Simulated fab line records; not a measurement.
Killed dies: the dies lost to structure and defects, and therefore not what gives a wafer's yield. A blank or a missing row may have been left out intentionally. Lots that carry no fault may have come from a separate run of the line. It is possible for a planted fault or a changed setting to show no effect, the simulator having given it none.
Which tool did it?	flow nand harc	39 wafers from 13 lots sampled at 5 of the route's 1302 steps

WHAT THE GAUGES SHOWED, per wafer
NHARC_A_CHANNEL_FILL_D2_THK_MEAS_06: measures by ellipsometry. Usual: thk nm 5.0 nm, standard deviation 0.95.
lot	measured	on	thk nm (nm)	flag
L969	day 15 05:59	film metro-02	4.9 4.3 6.4	
L970	day 15 14:31	film metro-01	4.1 4.4 4.2	
L972	day 16 04:15	film metro-01	4.6 4.4 3.7	
L973	day 16 12:21	film metro-01	4.9 5.1 4.6	
L975	day 17 03:08	film metro-01	5.1 3.4 6.0	
L976	day 17 23:25	film metro-01	4.3 3.1 5.4	
L977	day 18 13:02	film metro-01	5.0 3.3 4.4	
L978	day 19 09:19	film metro-01	5.0 4.9 5.4	
L979	day 19 15:26	film metro-02	4.6 5.8 4.4	
L981	day 19 19:36	film metro-01	4.0 6.5 4.4	
L991	day 24 00:49	film metro-01	6.3 3.4 4.1	
L990	day 24 00:49	film metro-02	5.4 6.4 4.1	
L992	day 24 21:00	film metro-01	6.0 4.7 3.3	

NHARC_END_SORT_01. Usual: killed at array 63, standard deviation 17; killed at other 0.8, standard deviation 1.1; killed at periphery 3.5, standard deviation 3; killed dies 67, standard deviation 17; killed open 3.1, standard deviation 1.6; killed short 2.6, standard deviation 1.4.
lot	measured	on	killed at array	killed at other	killed at periphery	killed dies	killed open	killed short	flag
L970	day 24 20:51	prober-02	74 68 69	0 0 0	1 3 6	75 71 75	1 3 1	3 2 4	
L972	day 25 06:57	prober-01	85 74 69	0 0 0	1 3 3	86 77 72	2 3 2	0 2 4	
L976	day 27 05:41	prober-01	70 51 50	1 0 0	3 3 0	74 54 50	6 6 1	2 0 1	
L977	day 28 03:13	prober-02	81 87 78	1 1 0	7 2 4	89 90 82	3 1 3	3 1 1	
L979	day 29 01:03	prober-01	40 30 46	0 1 2	0 1 2	40 32 50	3 3 2	2 2 1	
L981	day 29 03:45	prober-02	49 35 50	0 0 2	3 7 8	52 42 60	2 4 5	2 3 2	

EACH LOT AND THE TOOL THAT RAN IT (in order: tool; ch and the chambers of the sampled wafers; start)
lot	NHARC_A_CHANNEL_FILL_D2_ETCHBACK_20	NHARC_A_CHANNEL_FILL_D2_ALD_25	NHARC_A_CHANNEL_FILL_D2_RTA_24
L969	rie diel-05 ch 2,3, day 14 18:03	ald hk-01 ch 0,2, day 15 06:40	rtp anneal-01 ch 0, day 15 18:00
L970	rie diel-03 ch 0,1, day 15 01:42	ald hk-01 ch 2,3, day 15 14:34	rtp anneal-02 ch 0, day 16 02:24
L972	rie diel-05 ch 1,2, day 15 15:13	ald hk-01 ch 0,1, day 16 04:55	rtp anneal-02 ch 0, day 16 16:25
L973	rie diel-03 ch 0,2, day 16 00:35	ald hk-02 ch 0,2, day 16 12:24	rtp anneal-01 ch 0, day 17 00:07
L975	rie diel-12 ch 0,1,2, day 16 14:55	ald hk-01 ch 0,2,3, day 17 03:12	rtp anneal-02 ch 0, day 17 14:56
L976	rie diel-12 ch 1,2, day 17 09:17	ald hk-01 ch 0,1, day 17 23:28	rtp anneal-02 ch 0, day 18 11:46
L977	rie diel-03 ch 0,2,3, day 18 01:41	ald hk-01 ch 0,3, day 18 13:05	rtp anneal-02 ch 0, day 19 00:50
L978	rie diel-05 ch 0,3, day 18 21:35	ald hk-02 ch 0,1,2, day 19 10:35	rtp anneal-02 ch 0, day 19 21:02
L979	rie diel-12 ch 0,2,3, day 19 02:39	ald hk-01 ch 1,2, day 19 15:29	rtp anneal-01 ch 0, day 20 06:59
L981	rie diel-12 ch 0,1,3, day 19 07:49	ald hk-02 ch 0,2,3, day 19 19:39	rtp anneal-02 ch 0, day 20 06:56
L991	rie diel-12 ch 0,2,3, day 23 11:23	ald hk-04 ch 0,2,3, day 24 00:53	rtp anneal-02 ch 0, day 24 12:29
L990	rie diel-03 ch 0,1,2, day 23 11:25	ald hk-01 ch 0,1,2, day 24 00:53	rtp anneal-01 ch 0, day 24 12:31
L992	rie diel-12 ch 0,1,3, day 24 09:10	ald hk-04 ch 0,2,3, day 24 22:04	rtp anneal-02 ch 0, day 25 09:09
- NHARC_A_CHANNEL_FILL_D2_ETCHBACK_20: etches the open film in C4F8/O2/Ar, target depth 27 nm, time 13.5 s.
- NHARC_A_CHANNEL_FILL_D2_ALD_25: deposits SiOx, target thk 60 nm, pulse time 10 s, ald cycles 600.
- NHARC_A_CHANNEL_FILL_D2_RTA_24: time 5 s.

WHAT THE TOOLS THEMSELVES READ (means of the sampled wafers that have a number; where no wafer has one, the mark that the record gives instead)
NHARC_A_CHANNEL_FILL_D2_ETCHBACK_20. Usual: oes product au 0.996 a.u., standard deviation 0.011; rf vpp V 978 V, standard deviation 5.4.
lot	tool	oes product au (a.u.)	rf vpp V (V)	flag
L969	rie diel-05	0.999	983	
L970	rie diel-03	0.995	976	
L972	rie diel-05	1.006	975	
L973	rie diel-03	1.000	978	
L975	rie diel-12	0.999	975	
L976	rie diel-12	1.002	975	
L977	rie diel-03	0.999	980	
L978	rie diel-05	1.003	984	
L979	rie diel-12	0.987	976	
L981	rie diel-12	1.001	979	
L991	rie diel-12	0.996	976	
L990	rie diel-03	0.994	979	
L992	rie diel-12	0.991	978	

NHARC_A_CHANNEL_FILL_D2_ALD_25. Usual: heater power w 475 W, standard deviation 38; precursor pulse height rel 0.995, standard deviation 0.021.
lot	tool	heater power w (W)	precursor pulse height rel	flag
L969	ald hk-01	458	0.982	
L970	ald hk-01	500	0.993	
L972	ald hk-01	456	1.007	
L973	ald hk-02	519	0.988	
L975	ald hk-01	477	1.021	
L976	ald hk-01	454	1.008	
L977	ald hk-01	495	1.001	
L978	ald hk-02	493	1.001	
L979	ald hk-01	473	0.969	
L981	ald hk-02	484	0.993	
L991	ald hk-04	481	1.003	
L990	ald hk-01	452	0.996	
L992	ald hk-04	485	0.980	

NHARC_A_CHANNEL_FILL_D2_RTA_24. Usual: lamp power pct 30.0 %, standard deviation 2.9; lamp_zone_2_pct 30.0 %, standard deviation 2.9; lamp_zone_7_pct 31 %, standard deviation 3; wafer_temp_C_max 1004.9, standard deviation 0.94.
lot	tool	lamp power pct (%)	lamp_zone_2_pct (%)	lamp_zone_7_pct (%)	wafer_temp_C_max	flag
L969	rtp anneal-01	33.8	33.8	34	1004.9	
L970	rtp anneal-02	27.8	27.8	28	1004.4	
L972	rtp anneal-02	27.8	27.8	28	1005.5	
L973	rtp anneal-01	33.9	33.8	34	1003.9	
L975	rtp anneal-02	27.7	27.7	28	1004.9	
L976	rtp anneal-02	27.7	27.7	28	1004.9	
L977	rtp anneal-02	27.7	27.7	28	1005.2	
L978	rtp anneal-02	27.8	27.7	28	1005.4	
L979	rtp anneal-01	33.9	33.9	34	1005.5	
L981	rtp anneal-02	27.8	27.8	28	1005.3	
L991	rtp anneal-02	27.7	27.8	28	1004.2	
L990	rtp anneal-01	33.8	33.8	34	1004.7	
L992	rtp anneal-02	27.8	27.7	28	1004.4	

THE ANSWER, worked out from the rows above alone
Rule: take the mean of a lot's wafers that have a number; if it is more than 3 standard deviations from the usual mean, the lot is off. Also off: a lot with no number at a reading for which 4 or more lots have one. Where the step has rows for the other lots, those lots are counted as sound. Order of review: gauges by route order, followed by the tools' own readings, for which a lot's mean as printed above is used. The first step at which some lot is off is used, and at that step the reading that is off furthest; a lot without a number counts as furthest.
Nothing can be told from this: no lot is off at any reading shown.

WHAT THE SIMULATOR HAD INSERTED
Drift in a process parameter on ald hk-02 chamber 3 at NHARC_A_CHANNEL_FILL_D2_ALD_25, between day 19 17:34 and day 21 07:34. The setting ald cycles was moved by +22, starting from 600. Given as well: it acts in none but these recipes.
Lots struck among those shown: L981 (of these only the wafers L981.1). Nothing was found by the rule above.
